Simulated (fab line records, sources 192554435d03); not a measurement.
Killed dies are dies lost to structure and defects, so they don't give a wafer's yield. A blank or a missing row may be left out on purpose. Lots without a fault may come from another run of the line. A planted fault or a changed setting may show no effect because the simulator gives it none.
Chamber matching | flow n5_finfet | N5_BEOL_M5_CURE_79 on uv_cure-03: 3 sister chambers
The step cures SiCOH lowk, time 240 s. 6 wafers are shown with their chamber, then 11 later ones without.

WAFERS WITH THEIR CHAMBER
wafer  | chamber | wafer_temp_C_max | lamp_power_pct (%)
L083.6 | 0       | 387.4            | 52.37
L085.3 | 2       | 386.9            | 52.32
L085.6 | 2       | 386.7            | 52.48
L084.4 | 1       | 387.3            | 52.35
L084.6 | 1       | 387.7            | 52.34
L087.1 | 0       | 387.2            | 52.28

WAFERS WITHOUT THEIR CHAMBER
wafer  | wafer_temp_C_max | lamp_power_pct (%)
L087.2 | 387.3            | 52.34
L087.3 | 387.4            | 52.32
L090.1 | 387.1            | 52.19
L090.2 | 386.9            | 52.30
L090.3 | 386.9            | 52.31
L092.1 | 386.9            | 52.22
L092.4 | 387.2            | 52.20
L092.5 | 387.1            | 52.34
L094.2 | 387.2            | 52.22
L094.3 | 387.1            | 52.33
L094.6 | 387.7            | 52.34

WHICH CHAMBER EACH WENT THROUGH
wafer  | from the rows above          | in truth
L087.2 | can't be placed: 0 or 1      | 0
L087.3 | can't be placed: 0 or 1      | 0
L090.1 | can't be placed: 0 or 1 or 2 | 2
L090.2 | can't be placed: 2 or 0 or 1 | 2
L090.3 | can't be placed: 2 or 0 or 1 | 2
L092.1 | can't be placed: 0 or 2 or 1 | 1
L092.4 | can't be placed: 0 or 1 or 2 | 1
L092.5 | can't be placed: 0 or 2 or 1 | 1
L094.2 | can't be placed: 0 or 1 or 2 | 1
L094.3 | can't be placed: 0 or 2 or 1 | 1
L094.6 | can't be placed: 1 or 0      | 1
Placed correctly: 0 of 11. Can't be placed from these rows: 11 (the true chamber is among the candidates in 11). Placed wrongly: 0.
How it was worked out, from the rows above alone: a wafer's distance from a chamber is the root of the sum, over the readings, of the square of ((its reading less the chamber's mean) divided by the reading's scatter). The wafer belongs to the nearest chamber; if the next one is less than 2 further off, it can't be placed. A chamber's mean is the mean of its shown wafers. The scatter: the root of (the sum of the squares of (reading less its chamber's mean) over the shown wafers, divided by (wafers less chambers)).
